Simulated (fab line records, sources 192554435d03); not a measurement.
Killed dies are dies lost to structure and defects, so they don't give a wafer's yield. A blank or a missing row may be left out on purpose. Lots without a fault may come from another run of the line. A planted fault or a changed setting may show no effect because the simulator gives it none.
Split-lot experiment | flow n5_finfet | 7 lots, 39 wafers read, on a route of 1938 steps

THE SPLIT
At N5_BEOL_M15_ILD_DEP_00 (deposits SiO2 from TEOS/O2, target thk 1629.3 nm, time 346.1 s), the setting target_thk_a was moved away from the recipe's 16293 angstrom on 15 of the 39 wafers read, by -58.0% to +21.0%. The other wafers ran this setting at the recipe's value.

FROM THE SPLIT TO THE READING: what the file shows between them, 10 steps
- N5_BEOL_M15_THK_MEAS_01
- N5_BEOL_M15_COAT_58: time 60 s, resist thk 89 nm
- N5_BEOL_M15_COAT_04: resist thk 800 nm
- N5_BEOL_M15_DESCUM_15: chemistry O2, time 7.9 s
- N5_BEOL_M15_ETCH_59: etches BARC in N2/H2, target depth 89 nm, overetch 26.7 nm, time 67.9 s
- N5_BEOL_M15_VIA_ETCH_16: etches SiO2 in C4F8/O2/Ar, target depth 1792.2 nm
- N5_BEOL_M15_STRIP_63: strips in O2
- N5_BEOL_M15_STRIP_64: strips in O2
- N5_BEOL_M15_STRIP_65: strips in post etch residue remover, time 60 s
- N5_BEOL_M15_SRD_66: time 30 s, dry time 30 s

THE READING
cd_nm, in nm, at N5_BEOL_M15_CD_MEAS_17 (target cd 360 nm). Fault-free wafers of this fab line usually give 361.2 nm, standard deviation 1.6 nm.

wafer  | tool, chamber at the split | target_thk_a as run, angstrom | against the recipe | cd_nm, nm | against lot-mates on the recipe
L076.1 | pecvd-01, 2                | 16293                         | recipe             | 361.8     | -
L076.2 | pecvd-01, 0                | 16293                         | recipe             | 361.4     | -
L076.3 | pecvd-01, 1                | 16293                         | recipe             | 361.8     | -
L076.4 | pecvd-01, 0                | 16293                         | recipe             | 363.7     | -
L076.5 | pecvd-01, 2                | 16293                         | recipe             | 361.9     | -
L076.6 | pecvd-01, 1                | 16293                         | recipe             | 364.1     | -
L081.1 | pecvd-03, 0                | 10320                         | -36.7%             | 358.4     | -4.6
L081.2 | pecvd-03, 2                | 16293                         | recipe             | 362.4     | -
L081.3 | pecvd-03, 1                | 10320                         | -36.7%             | 355.5     | -7.5
L081.4 | pecvd-03, 2                | 16293                         | recipe             | 362.1     | -
L081.5 | pecvd-03, 1                | 16293                         | recipe             | 364.4     | -
L081.6 | pecvd-03, 0                | 10320                         | -36.7%             | 357.8     | -5.2
L082.1 | pecvd-01, 0                | 12220                         | -25.0%             | 359.3     | -2.7
L082.2 | pecvd-01, 1                | 16293                         | recipe             | 362.5     | -
L082.3 | pecvd-01, 2                | 12220                         | -25.0%             | 356.3     | -5.7
L082.4 | pecvd-01, 1                | 16293                         | recipe             | 361.3     | -
L082.5 | pecvd-01, 2                | 12220                         | -25.0%             | 355.6     | -6.4
L082.6 | pecvd-01, 0                | 16293                         | recipe             | 362.3     | -
L087.1 | pecvd-04, 0                | 6843                          | -58.0%             | 350.2     | -8.7
L087.2 | pecvd-04, 1                | 16293                         | recipe             | 359.1     | -
L087.3 | pecvd-04, 2                | 16293                         | recipe             | 358.6     | -
L087.4 | pecvd-04, 1                | 16293                         | recipe             | 359.1     | -
L087.5 | pecvd-04, 2                | 6843                          | -58.0%             | 352.2     | -6.7
L087.6 | pecvd-04, 0                | 6843                          | -58.0%             | 351.3     | -7.6
L089.1 | pecvd-01, 1                | 9058                          | -44.4%             | 355.6     | -7.1
L089.2 | pecvd-01, 0                | 9058                          | -44.4%             | 355.4     | -7.3
L089.3 | pecvd-01, 2                | 16293                         | recipe             | 362.4     | -
L089.4 | pecvd-01, 0                | 9058                          | -44.4%             | 357.0     | -5.7
L089.5 | pecvd-01, 1                | 16293                         | recipe             | 363.9     | -
L089.6 | pecvd-01, 2                | 16293                         | recipe             | 361.8     | -
L092.1 | pecvd-03, 2                | 16293                         | recipe             | 360.7     | -
L092.2 | pecvd-03, 1                | 16293                         | recipe             | 359.3     | -
L092.4 | pecvd-03, 2                | 16293                         | recipe             | 359.3     | -
L093.1 | pecvd-03, 0                | 16293                         | recipe             | 361.1     | -
L093.2 | pecvd-03, 1                | 16293                         | recipe             | 361.2     | -
L093.3 | pecvd-03, 2                | 19710                         | +21.0%             | 361.9     | +0.3
L093.4 | pecvd-03, 0                | 19710                         | +21.0%             | 364.4     | +2.8
L093.5 | pecvd-03, 2                | 19710                         | +21.0%             | 363.4     | +1.8
L093.6 | pecvd-03, 1                | 16293                         | recipe             | 362.4     | -

THE FIT
A straight line over all 39 wafers: cd_nm changes by +0.146 nm for each +1% of target_thk_a; r = +0.89; the points scatter about the line by 1.7 nm.
The same after taking each lot's own level away (the mean of its wafers on the recipe; 39 wafers): +0.139 nm for each +1%; r = +0.94; scatter 1.1 nm.
On that fit, the largest move of target_thk_a shifts the reading by 8 nm.
The lots' own levels span 358.93 to 362.97 nm, that is 2.5 times the standard deviation above.
So the lot-to-lot level changes the slope little: the two slopes agree.
Check: with one of the wafers moved furthest among these (-58.0%) left out of the fit, the line predicts -8.25 nm for it against its lot-mates. It came out at -8.73 nm against them.

OTHER SPLITS ON THESE WAFERS
These wafers also went through other splits before the reading. Each is held against what the fit with the lots' levels taken away leaves over:
other split on the same wafers    | wafers away from the commonest value | r with cd_nm (lot level and that fit taken away)
N5_BEOL_M9_ETCH_62 target_depth_a | 12                                   | -0.08
N5_BEOL_M10_ALD_74 ald_cycles     | 12                                   | +0.01

THE WHOLE CHAIN: every reading that the file lists as answering this split, in the file's order
step                    | what it does                                                   | reading                                                                             | change (the file's fit)               | r (the file's)
N5_BEOL_M15_ILD_DEP_00  | deposits SiO2 from TEOS/O2, target thk 1629.3 nm, time 346.1 s | SiO2_of_BEOL_M15_ILD_DEP_00.thk_nm (the simulator's own value, which no gauge read) | +16.3 nm for each +1% of the setting  | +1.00
N5_BEOL_M15_THK_MEAS_01 |                                                                | M15_ILD_THK                                                                         | +16.3 for each +1% of the setting     | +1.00
N5_BEOL_M15_VIA_ETCH_16 | etches SiO2 in C4F8/O2/Ar, target depth 1792.2 nm              | etch.depth_nm (the simulator's own value, which no gauge read)                      | +16.3 nm for each +1% of the setting  | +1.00
N5_BEOL_M15_VIA_ETCH_16 | etches SiO2 in C4F8/O2/Ar, target depth 1792.2 nm              | coat_of_BEOL_M15_COAT_04.thk_nm (the simulator's own value, which no gauge read)    | -3.9 nm for each +1% of the setting   | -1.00
N5_BEOL_M15_CD_MEAS_17  | target cd 360 nm                                               | cd_nm                                                                               | +0.144 nm for each +1% of the setting | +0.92

THE FILE'S OWN FIT
cd_nm changes by +0.144 nm for each +1% of target_thk_a, r = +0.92.
